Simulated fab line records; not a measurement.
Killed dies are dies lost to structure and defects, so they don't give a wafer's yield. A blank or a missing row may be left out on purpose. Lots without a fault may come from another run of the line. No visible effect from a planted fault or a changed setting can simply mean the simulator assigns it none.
2 desks looking at one fault | flow n5Finfet | each desk has only its own numbers; what lay behind them comes last

THE METROLOGY DESK
Means of the sampled wafers that have a number, per lot and without regard to the tool the lot ran on: this is what the gauges read. A lot is out of limits, marked OUT, if its mean lies more than 4 standard deviations from the usual mean; the brackets give that distance. Shown here are 7 of its 12 readings, the ones lying furthest out on some lot.
Columns: A = M2_THK at N5_BEOL_M2_THK_MEAS_53, usual 40.5 nm; B = M2_RS at N5_BEOL_M2_RS_MEAS_58, usual 0.659 ohm/sq; C = DIBL_N at N5_BEOL_M4_RC_MEAS_101, usual 37.2 mV/V; D = IOFF_P at N5_BEOL_M4_RC_MEAS_101, usual 0.24 nA/um; E = ION_N at N5_BEOL_M4_RC_MEAS_101, usual 680 uA/um; F = SS_N at N5_BEOL_M4_RC_MEAS_101, usual 71.8 mV/dec; G = SS_P at N5_BEOL_M4_RC_MEAS_101, usual 73.5 mV/dec
lot  | first seen here | A    | B     | C    | D    | E   | F    | G
L417 | day 7 07:02     | 40.7 | 0.653 | 38.1 | 0.24 | 692 | 72.3 | 73.4
L418 | day 7 15:50     | 39.8 | 0.673 | 39.1 | 0.27 | 702 | 72.3 | 74.0
L419 | day 7 16:53     | 38.3 | 0.704 | 36.9 | 0.18 | 662 | 71.6 | 72.7
L423 | day 8 22:10     | 40.4 | 0.666 | 36.4 | 0.23 | 681 | 71.7 | 73.3
L435 | day 12 11:11    | 39.1 | 0.688 | 37.2 | 0.21 | 680 | 71.6 | 73.2
L432 | day 12 13:09    | 41.3 | 0.642 | 39.5 | 0.30 | 680 | 73.0 | 74.2
L436 | day 12 15:02    | 41.7 | 0.629 | 36.7 | 0.22 | 683 | 71.9 | 74.1
L433 | day 12 16:55    | 41.2 | 0.652 | 36.1 | 0.25 | 683 | 72.2 | 73.4
L437 | day 12 18:34    | 41.8 | 0.633 | 34.0 | 0.21 | 670 | 71.0 | 72.5
L438 | day 13 12:50    | 40.6 | 0.662 | 37.8 | 0.26 | 676 | 72.1 | 73.9
This desk's verdict: no lot among the 10 shows anything out of limits.

DESK OF THE TOOL OWNER: rieDiel-03
The tool's own readings at N5_BEOL_M3_ETCH_64 (etches SOC in N2/H2, target depth 75 nm, overetch 15 nm, time 112.5 s): means of the sampled wafers that have a number, for each lot that ran on this tool. A lot is out of limits, marked OUT, if its mean lies more than 4 standard deviations from the usual mean; the brackets give that distance.
Columns: A = biasW at N5_BEOL_M3_ETCH_64, usual 150.0 W; B = drypumpMotorCurrentA at N5_BEOL_M3_ETCH_64, usual 5.9 A; C = oesProductAu at N5_BEOL_M3_ETCH_64, usual 0.62 a.u.; D = rfVppV at N5_BEOL_M3_ETCH_64, usual 523.7 V; E = showerheadPlenumPTorr at N5_BEOL_M3_ETCH_64, usual 2.54 Torr; F = throttleValvePct at N5_BEOL_M3_ETCH_64, usual 17.8 %
lot  | first seen here | A     | B   | C    | D     | E    | F
L417 | day 7 08:47     | 149.9 | 5.6 | 0.60 | 525.2 | 2.58 | 17.8
L418 | day 7 18:09     | 149.9 | 6.1 | 0.63 | 525.0 | 2.60 | 17.8
L423 | day 9 01:19     | 150.0 | 6.2 | 0.74 | 524.5 | 2.59 | 17.8
L433 | day 12 19:01    | 150.0 | 5.8 | 0.61 | 524.2 | 2.55 | 17.7
L437 | day 12 20:27    | 149.8 | 5.8 | 0.63 | 524.9 | 2.55 | 17.6
L438 | day 13 14:05    | 149.9 | 5.9 | 0.56 | 525.4 | 2.58 | 18.1
This desk's verdict: no lot among the 6 shows anything out of limits.

BROUGHT TOGETHER
The metrology desk saw nothing out of limits.
Nothing out of limits was seen by the tool owner's desk.

WHAT THE SIMULATOR HAD INSERTED
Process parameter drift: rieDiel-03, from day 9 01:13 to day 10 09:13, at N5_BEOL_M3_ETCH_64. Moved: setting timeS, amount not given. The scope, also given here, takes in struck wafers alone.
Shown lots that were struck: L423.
